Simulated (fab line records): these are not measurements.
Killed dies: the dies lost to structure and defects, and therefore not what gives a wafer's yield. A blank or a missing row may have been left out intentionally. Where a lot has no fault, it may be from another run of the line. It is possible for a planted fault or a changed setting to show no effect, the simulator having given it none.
Matching of chambers ; flow nand harc ; 3 sister chambers for NHARC_A_CHANNEL_HOLE_D1_DEP_01 on pecvd-04
The step deposits SiON, target thk 140 nm. 18 wafers are shown with their chamber, then 9 later ones without.

WAFERS WITH THEIR CHAMBER
wafer;chamber;heater power w (W);susceptor temp C (C)
L074.3;0;790;399.95
L074.4;2;717;400.10
L074.6;0;768;400.12
L074.1;1;806;399.71
L074.2;2;701;400.14
L074.5;1;818;399.76
L084.1;0;680;400.00
L084.2;2;639;399.66
L084.6;0;687;399.98
L090.1;0;786;399.99
L090.3;0;811;399.90
L090.6;2;674;400.00
L089.1;0;758;400.43
L089.2;2;684;399.96
L089.5;0;729;400.38
L092.1;0;737;399.89
L092.3;2;664;400.42
L092.4;0;741;399.69

SIGNATURES (means of the wafers above)
reading;chamber 0;chamber 1;chamber 2;scatter within a chamber
heater power w;748.70;812.00;679.83;36.9
susceptor temp C;400.0330;399.7350;400.0467;0.226
Rule: for each reading, subtract the chamber's mean from the wafer's reading, divide by that reading's scatter and square the result; add these up over the readings and take the root, which gives the wafer's distance from the chamber. The wafer belongs to the nearest chamber; if the next one is less than 2 further off, it can't be placed. How the scatter is found: for the shown wafers, subtract from each reading the mean of its chamber, square and add these, divide the total by (wafers less chambers), then take the root.

WAFERS WITHOUT THEIR CHAMBER
wafer;heater power w (W);susceptor temp C (C)
L096.2;982;399.90
L096.4;706;400.24
L096.5;652;400.13
L094.2;818;400.11
L094.3;687;399.93
L094.5;685;399.83
L094.1;778;400.22
L094.4;790;399.84
L094.6;833;400.45

THE CHAMBER EACH PASSED THROUGH
wafer;from the rows above;in truth
L096.2;can't be placed: 1 or 0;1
L096.4;can't be placed: 2 or 0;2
L096.5;can't be placed: 2 or 0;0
L094.2;can't be placed: 1 or 0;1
L094.3;can't be placed: 2 or 0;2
L094.5;can't be placed: 2 or 0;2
L094.1;can't be placed: 0 or 1 or 2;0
L094.4;can't be placed: 1 or 0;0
L094.6;can't be placed: 0 or 1 or 2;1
Correctly placed: 0 of 9. Unplaceable from these rows: 9, with the true chamber sitting among the candidates in 9. Number placed wrongly: 0.
